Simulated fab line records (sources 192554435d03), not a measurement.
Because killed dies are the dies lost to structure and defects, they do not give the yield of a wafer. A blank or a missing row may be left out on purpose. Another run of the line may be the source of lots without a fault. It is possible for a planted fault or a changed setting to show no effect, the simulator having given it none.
Chamber matching + flow n5 finfet + N5_BEOL_M3_DEP_57 on pecvd-02: 3 sister chambers
The step deposits SiCN from 3MS/NH3, target thk 8 nm, time 14 s. 18 wafers are shown with their chamber, then 9 later ones without.

WAFERS, EACH WITH ITS CHAMBER
| wafer  | chamber | throttle valve pct (%) | showerhead plenum p Torr (Torr) | rf fwd power W (W) |
|--------|---------|------------------------|---------------------------------|--------------------|
| L075.2 | 0       | 9.5                    | 3.665                           | 199.1              |
| L075.5 | 1       | 8.7                    | 3.669                           | 199.6              |
| L075.6 | 0       | 9.9                    | 3.671                           | 199.8              |
| L079.2 | 1       | 8.8                    | 3.668                           | 200.4              |
| L079.4 | 0       | 9.6                    | 3.664                           | 199.3              |
| L079.6 | 2       | 8.6                    | 3.633                           | 200.3              |
| L081.1 | 0       | 9.6                    | 3.666                           | 198.0              |
| L081.4 | 2       | 8.5                    | 3.629                           | 199.3              |
| L081.5 | 0       | 9.7                    | 3.664                           | 198.6              |
| L084.1 | 2       | 8.6                    | 3.637                           | 199.8              |
| L084.2 | 0       | 9.9                    | 3.668                           | 199.8              |
| L084.5 | 1       | 9.0                    | 3.675                           | 200.6              |
| L083.1 | 0       | 9.7                    | 3.681                           | 198.5              |
| L083.4 | 0       | 9.7                    | 3.675                           | 199.2              |
| L083.5 | 1       | 8.9                    | 3.657                           | 199.7              |
| L086.3 | 0       | 9.6                    | 3.678                           | 198.9              |
| L086.4 | 2       | 8.7                    | 3.626                           | 200.8              |
| L086.6 | 0       | 9.6                    | 3.668                           | 198.6              |

SIGNATURES (means of the wafers above)
| reading                  | chamber 0 | chamber 1 | chamber 2 | scatter within a chamber |
|--------------------------|-----------|-----------|-----------|--------------------------|
| throttle valve pct       | 9.680     | 8.850     | 8.600     | 0.123                    |
| showerhead plenum p Torr | 3.67000   | 3.66725   | 3.63125   | 0.00616                  |
| rf fwd power W           | 198.980   | 200.075   | 200.050   | 0.577                    |
Rule: a wafer's distance from a chamber is the root of the sum, over the readings, of the square of ((its reading less the chamber's mean) divided by the reading's scatter). The wafer belongs to the nearest chamber; if the next one is less than 2 further off, it can't be placed. How the scatter is found: for the shown wafers, subtract from each reading the mean of its chamber, square and add these, divide the total by (wafers less chambers), then take the root.

WAFERS WHOSE CHAMBER IS MISSING
| wafer  | throttle valve pct (%) | showerhead plenum p Torr (Torr) | rf fwd power W (W) |
|--------|------------------------|---------------------------------|--------------------|
| L089.2 | 8.8                    | 3.656                           | 200.6              |
| L089.4 | 8.7                    | 3.655                           | 200.3              |
| L089.6 | 8.7                    | 3.627                           | 200.0              |
| L091.1 | 8.9                    | 3.656                           | 200.3              |
| L091.3 | 8.5                    | 3.632                           | 199.2              |
| L091.6 | 8.7                    | 3.633                           | 199.1              |
| L096.2 | 8.5                    | 3.631                           | 199.6              |
| L096.3 | 9.9                    | 3.670                           | 198.7              |
| L096.5 | 9.6                    | 3.665                           | 199.3              |

WHICH CHAMBER EACH ONE RAN IN
| wafer  | from the rows above     | in truth |
|--------|-------------------------|----------|
| L089.2 | 1                       | 1        |
| L089.4 | can't be placed: 1 or 2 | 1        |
| L089.6 | 2                       | 2        |
| L091.1 | 1                       | 1        |
| L091.3 | 2                       | 2        |
| L091.6 | 2                       | 2        |
| L096.2 | 2                       | 2        |
| L096.3 | 0                       | 0        |
| L096.5 | 0                       | 0        |
8 of 9 placed correctly. Cannot be placed on the basis of these rows: 1; the candidates contain the true chamber in 1. Wrongly placed: 0.
